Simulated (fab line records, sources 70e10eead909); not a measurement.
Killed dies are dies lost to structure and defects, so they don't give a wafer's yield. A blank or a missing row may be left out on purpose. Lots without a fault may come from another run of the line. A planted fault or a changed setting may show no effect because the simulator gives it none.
One fault seen from 2 desks | flow nand_harc | each desk has only its own numbers; what lay behind them comes last

THE TOOL OWNER'S DESK: rie_diel-13
The tool's own readings at NHARC_P_GATE_ETCHBACK_37 (etches the open film in CHF3/O2, target depth 34.5 nm, time 17.2 s): means of the sampled wafers that have a number, for each lot that ran on this tool. A lot is out of limits, marked OUT, if its mean lies more than 4 standard deviations from the usual mean; the brackets give that distance. Of its 8 readings 7 are shown: the one that was out of limits first, and those that lie furthest out on some lot.
Columns: A = drypump_motor_current_A at NHARC_P_GATE_ETCHBACK_37, usual 5.7 A; B = mfc_ar_sccm at NHARC_P_GATE_ETCHBACK_37, usual 200.0 sccm; C = oes_product_au at NHARC_P_GATE_ETCHBACK_37, usual 0.939 a.u.; D = rf_vpp_V at NHARC_P_GATE_ETCHBACK_37, usual 369.8 V; E = run_length_s at NHARC_P_GATE_ETCHBACK_37, usual 38.4 s; F = showerhead_plenum_p_Torr at NHARC_P_GATE_ETCHBACK_37, usual 2.37 Torr; G = throttle_valve_pct at NHARC_P_GATE_ETCHBACK_37, usual 20.574 %
lot  | first seen here | A   | B     | C     | D     | E               | F    | G
L209 | day 7 13:37     | 5.5 | 200.4 | 0.930 | 369.1 | 38.4            | 2.32 | 20.572
L212 | day 9 03:30     | 6.1 | 199.6 | 0.925 | 369.4 | 38.3            | 2.35 | 20.576
L219 | day 11 13:06    | 5.7 | 199.9 | 0.924 | 368.0 | 38.0            | 2.30 | 20.572
L224 | day 14 04:43    | 6.1 | 199.6 | 0.923 | 368.6 | 41.4 (+8.8) OUT | 2.35 | 20.568
L226 | day 14 12:37    | 6.2 | 200.5 | 0.917 | 368.8 | 47.2 (+26) OUT  | 2.36 | 20.581
L225 | day 14 13:23    | 6.0 | 200.4 | 0.917 | 369.1 | 48.2 (+29) OUT  | 2.38 | 20.580
This desk's finding: out of limits on L224, L225, L226; first on L224, day 14 04:43 (run_length_s at NHARC_P_GATE_ETCHBACK_37). In limits: L209, L212, L219.

THE DEFECT DESK
What the inspections along the route counted, lot by lot: means of the sampled wafers that have a number. A lot is out of limits, marked OUT, if its mean lies more than 4 standard deviations from the usual mean; the brackets give that distance.
Columns: A = raw_defect_count at NHARC_P_STI_INSPECT_25, usual 209
lot  | first seen here | A
L206 | day 5 02:16     | 203
L208 | day 5 14:39     | 123
L209 | day 6 01:04     | 382
L210 | day 6 14:53     | 259
L211 | day 6 20:56     | 143
L212 | day 7 12:29     | 305
L213 | day 7 17:28     | 231
L214 | day 8 08:22     | 273
L215 | day 8 14:35     | 245
L216 | day 10 03:08    | 134
L218 | day 10 03:08    | 151
L219 | day 10 03:10    | 241
L224 | day 12 15:26    | 135
L225 | day 13 00:15    | 198
L226 | day 13 00:15    | 249
This desk's finding: nothing out of limits on any of the 15 lots.

PUT TOGETHER
The tool owner's desk could have raised an alarm at day 14 04:43, on L224, L225, L226.
The defect desk saw nothing out of limits.
The defect desk has L224, L225, L226 on record, within its limits.
Of the lots named, all ran NHARC_P_GATE_ETCHBACK_37 on rie_diel-13.

WHAT THE SIMULATOR HAD PUT IN
Process parameter drift: rie_diel-13, from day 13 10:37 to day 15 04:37, at NHARC_P_GATE_ETCHBACK_37. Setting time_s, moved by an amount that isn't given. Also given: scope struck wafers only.
Lots struck among those shown: L224, L225, L226.
Hours from the fault's start to each desk's first reading out of limits: the tool owner's desk, 18.
